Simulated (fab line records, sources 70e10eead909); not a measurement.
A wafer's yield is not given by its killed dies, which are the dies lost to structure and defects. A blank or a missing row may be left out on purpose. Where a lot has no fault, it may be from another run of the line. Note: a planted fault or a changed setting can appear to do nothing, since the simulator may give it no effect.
One fault seen from 3 desks :: flow nandHarc :: numbers are kept per desk, each desk with only its own; the story behind them comes last

THE METROLOGY DESK
What the gauges read, lot by lot, whatever tool the lot ran on: means of the sampled wafers that have a number. Any lot whose mean is over 4 standard deviations away from the usual mean is out of limits and marked OUT; that distance is given in the brackets.
Columns: A = thkNm at NHARC_A_ONON_D1_THK_MEAS_08, usual 1002 nm
lot: L860
first seen here: day 8 00:35
A: 1005

lot: L861
first seen here: day 8 03:34
A: 1020

lot: L862
first seen here: day 8 11:05
A: 969

lot: L867
first seen here: day 10 10:39
A: 999

lot: L868
first seen here: day 11 05:58
A: 1001

lot: L869
first seen here: day 11 15:31
A: 1015

lot: L870
first seen here: day 12 08:36
A: 991

lot: L871
first seen here: day 12 18:31
A: 1002

lot: L878
first seen here: day 15 05:49
A: 1564 (+59) OUT

lot: L879
first seen here: day 15 18:21
A: 1548 (+57) OUT

lot: L880
first seen here: day 16 03:52
A: 1000

lot: L883
first seen here: day 17 09:28
A: 992
Finding of this desk: L878, L879 out of limits; the first was L878 at day 15 05:49, on thkNm at NHARC_A_ONON_D1_THK_MEAS_08. L860, L861, L862, L867, L868, L869, L870, L871, L880, L883: within limits.

TOOL OWNER'S DESK, pecvdOnon-04
The tool's own readings at NHARC_A_ONON_D1_DEP_06 (target thk 1000 nm): means of the sampled wafers that have a number, for each lot that ran on this tool. Any lot whose mean is over 4 standard deviations away from the usual mean is out of limits and marked OUT; that distance is given in the brackets.
Columns: A = n2FlowSccm at NHARC_A_ONON_D1_DEP_06, usual 2751 sccm; B = sih4FlowSccm at NHARC_A_ONON_D1_DEP_06, usual 210.0 sccm
lot: L860
first seen here: day 8 00:04
A: 2744
B: 209.7

lot: L861
first seen here: day 8 03:03
A: 2747
B: 210.1

lot: L870
first seen here: day 12 08:08
A: 2747
B: 209.8

lot: L878
first seen here: day 15 05:18
A: 2746
B: 211.0

lot: L879
first seen here: day 15 17:50
A: 2751
B: 209.9
This desk's verdict: no lot among the 5 shows anything out of limits.

THE DEFECT DESK
For each lot, the counts of the inspections along the route, averaged over the sampled wafers that have a number. Any lot whose mean is over 4 standard deviations away from the usual mean is out of limits and marked OUT; that distance is given in the brackets.
Columns: A = rawDefectCount at NHARC_P_BONDPAD_INSPECT_23, usual 317
lot: L860
first seen here: day 6 13:45
A: 370

lot: L861
first seen here: day 7 03:43
A: 249

lot: L862
first seen here: day 7 09:26
A: 317

lot: L867
first seen here: day 9 12:49
A: 357

lot: L868
first seen here: day 10 05:45
A: 321

lot: L869
first seen here: day 10 14:08
A: 356

lot: L870
first seen here: day 11 08:35
A: 405

lot: L871
first seen here: day 11 15:53
A: 247

lot: L878
first seen here: day 14 04:44
A: 292

lot: L879
first seen here: day 14 17:55
A: 270

lot: L880
first seen here: day 15 02:51
A: 388

lot: L883
first seen here: day 16 09:28
A: 335
This desk's verdict: no lot among the 12 shows anything out of limits.

TAKEN TOGETHER
An alarm was possible from the metrology desk at day 15 05:49, on L878, L879.
Nothing out of limits was seen by the tool owner's desk.
Nothing the defect desk looked at was out of limits.
The tool owner's desk has L878, L879 on record, within its limits.
The defect desk has L878, L879 on record, within its limits.
The lots listed all ran NHARC_A_ONON_D1_DEP_06 on pecvdOnon-04.

WHAT HAD BEEN PUT IN BY THE SIMULATOR
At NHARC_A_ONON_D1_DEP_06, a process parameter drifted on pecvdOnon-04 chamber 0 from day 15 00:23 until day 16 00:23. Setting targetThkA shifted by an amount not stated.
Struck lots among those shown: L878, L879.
Delay in hours, fault start to first out-of-limits reading, per desk: metrology desk 5.
